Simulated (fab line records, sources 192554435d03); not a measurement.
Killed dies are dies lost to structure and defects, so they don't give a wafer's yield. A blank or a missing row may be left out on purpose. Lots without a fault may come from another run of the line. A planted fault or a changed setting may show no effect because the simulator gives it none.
Chamber matching | flow n5_finfet | N5_BEOL_M0_SAQP_PECVD_03 on pecvd-02: 3 sister chambers
The step deposits SiCN from 3MS/NH3, target thk 12 nm, time 21.1 s. 14 wafers are shown with their chamber, then 7 later ones without.

WAFERS WITH THEIR CHAMBER
wafer  | chamber | showerhead_plenum_p_Torr (Torr) | throttle_valve_pct (%) | chamber_pressure_Torr (Torr)
L075.4 | 1       | 3.648                           | 8.7                    | 2.988
L075.5 | 0       | 3.678                           | 9.3                    | 2.999
L075.6 | 2       | 3.650                           | 9.5                    | 3.013
L078.2 | 2       | 3.657                           | 9.4                    | 3.003
L078.3 | 1       | 3.651                           | 9.3                    | 2.980
L078.4 | 0       | 3.675                           | 9.5                    | 2.992
L079.1 | 0       | 3.679                           | 9.3                    | 3.012
L079.2 | 1       | 3.648                           | 9.3                    | 3.005
L079.6 | 2       | 3.657                           | 9.1                    | 2.997
L081.1 | 2       | 3.657                           | 9.5                    | 3.002
L081.3 | 0       | 3.670                           | 9.4                    | 2.995
L081.6 | 2       | 3.657                           | 9.5                    | 2.996
L088.1 | 2       | 3.650                           | 9.3                    | 2.993
L088.5 | 0       | 3.672                           | 9.3                    | 2.992

SIGNATURES (means of the wafers above)
reading                  | chamber 0 | chamber 1 | chamber 2 | scatter within a chamber
showerhead_plenum_p_Torr | 3.67480   | 3.64900   | 3.65467   | 0.00344
throttle_valve_pct       | 9.360     | 9.100     | 9.383     | 0.191
chamber_pressure_Torr    | 2.99800   | 2.99100   | 3.00067   | 0.00883
Rule: a wafer's distance from a chamber is the root of the sum, over the readings, of the square of ((its reading less the chamber's mean) divided by the reading's scatter). The wafer belongs to the nearest chamber; if the next one is less than 2 further off, it can't be placed. The scatter: the root of (the sum of the squares of (reading less its chamber's mean) over the shown wafers, divided by (wafers less chambers)).

WAFERS WITHOUT THEIR CHAMBER
wafer  | showerhead_plenum_p_Torr (Torr) | throttle_valve_pct (%) | chamber_pressure_Torr (Torr)
L088.6 | 3.657                           | 9.3                    | 2.999
L090.1 | 3.676                           | 9.6                    | 2.994
L090.3 | 3.642                           | 9.1                    | 2.995
L090.5 | 3.676                           | 9.2                    | 2.994
L094.3 | 3.644                           | 9.1                    | 2.994
L094.4 | 3.676                           | 9.3                    | 3.008
L094.6 | 3.652                           | 9.4                    | 2.987

WHICH CHAMBER EACH WENT THROUGH
wafer  | from the rows above     | in truth
L088.6 | can't be placed: 2 or 1 | 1
L090.1 | 0                       | 0
L090.3 | can't be placed: 1 or 2 | 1
L090.5 | 0                       | 0
L094.3 | 1                       | 1
L094.4 | 0                       | 0
L094.6 | can't be placed: 2 or 1 | 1
Placed correctly: 4 of 7. Can't be placed from these rows: 3 (the true chamber is among the candidates in 3). Placed wrongly: 0.
